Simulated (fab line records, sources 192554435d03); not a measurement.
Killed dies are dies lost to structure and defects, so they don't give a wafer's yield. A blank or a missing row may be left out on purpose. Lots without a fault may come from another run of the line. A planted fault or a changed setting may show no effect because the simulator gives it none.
One fault seen from 2 desks | flow n5_finfet | each desk has only its own numbers; what lay behind them comes last

THE DEFECT DESK
What the inspections along the route counted, lot by lot: means of the sampled wafers that have a number. A lot is out of limits, marked OUT, if its mean lies more than 4 standard deviations from the usual mean; the brackets give that distance.
Columns: A = raw_defect_count at N5_STI_FIN_REVEAL_INSPECT_13, usual 11
lot  | first seen here | A
L693 | day 2 18:56     | 8
L698 | day 3 23:58     | 13
L701 | day 4 18:43     | 13
L702 | day 5 02:50     | 11
L704 | day 5 15:59     | 677 (+99 or more) OUT
L706 | day 6 00:30     | 693 (+99 or more) OUT
L712 | day 7 12:25     | 14
L713 | day 7 19:41     | 11
L714 | day 8 03:17     | 13
This desk's finding: out of limits on L704, L706; first on L704, day 5 15:59 (raw_defect_count at N5_STI_FIN_REVEAL_INSPECT_13). In limits: L693, L698, L701, L702, L712, L713, L714.

THE METROLOGY DESK
What the gauges read, lot by lot, whatever tool the lot ran on: means of the sampled wafers that have a number. A lot is out of limits, marked OUT, if its mean lies more than 4 standard deviations from the usual mean; the brackets give that distance. Of its 10 readings 7 are shown: those that lie furthest out on some lot.
Columns: A = DIBL_N at N5_BEOL_M4_RC_MEAS_101, usual 36.5 mV/V; B = DIBL_P at N5_BEOL_M4_RC_MEAS_101, usual 36.9 mV/V; C = IOFF_N at N5_BEOL_M4_RC_MEAS_101, usual 0.163 nA/um; D = IOFF_P at N5_BEOL_M4_RC_MEAS_101, usual 0.22 nA/um; E = SS_N at N5_BEOL_M4_RC_MEAS_101, usual 71.6 mV/dec; F = SS_P at N5_BEOL_M4_RC_MEAS_101, usual 73.4 mV/dec; G = VT_P at N5_BEOL_M4_RC_MEAS_101, usual -250 mV
lot  | first seen here | A    | B    | C     | D    | E    | F    | G
L693 | day 7 23:18     | 36.1 | 37.3 | 0.163 | 0.23 | 71.7 | 73.9 | -247
L698 | day 9 05:38     | 37.1 | 37.2 | 0.163 | 0.22 | 71.3 | 74.2 | -251
L701 | day 10 00:04    | 34.6 | 35.9 | 0.132 | 0.16 | 71.4 | 72.8 | -257
L702 | day 10 17:21    | 35.8 | 35.5 | 0.149 | 0.22 | 71.1 | 73.0 | -248
L704 | day 11 05:37    | 36.5 | 36.7 | 0.163 | 0.23 | 71.3 | 73.3 | -251
L706 | day 11 18:47    | 37.7 | 38.5 | 0.179 | 0.25 | 71.4 | 73.7 | -248
L712 | day 12 18:17    | 35.8 | 37.2 | 0.154 | 0.19 | 71.2 | 73.9 | -255
L713 | day 13 19:39    | 33.2 | 33.4 | 0.122 | 0.17 | 70.2 | 72.3 | -253
L714 | day 13 21:52    | 36.6 | 35.5 | 0.142 | 0.19 | 71.7 | 73.1 | -250
This desk's finding: nothing out of limits on any of the 9 lots.

PUT TOGETHER
The defect desk could have raised an alarm at day 5 15:59, on L704, L706.
The metrology desk saw nothing out of limits.
The metrology desk has L704, L706 on record, within its limits.
Of the lots named, all ran N5_STI_FIN_REVEAL_PRECLEAN_18 on wet_bench-02.

WHAT THE SIMULATOR HAD PUT IN
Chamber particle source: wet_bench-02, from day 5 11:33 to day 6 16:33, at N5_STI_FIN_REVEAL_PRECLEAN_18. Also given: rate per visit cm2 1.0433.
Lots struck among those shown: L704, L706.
Hours from the fault's start to each desk's first reading out of limits: the defect desk, 4.
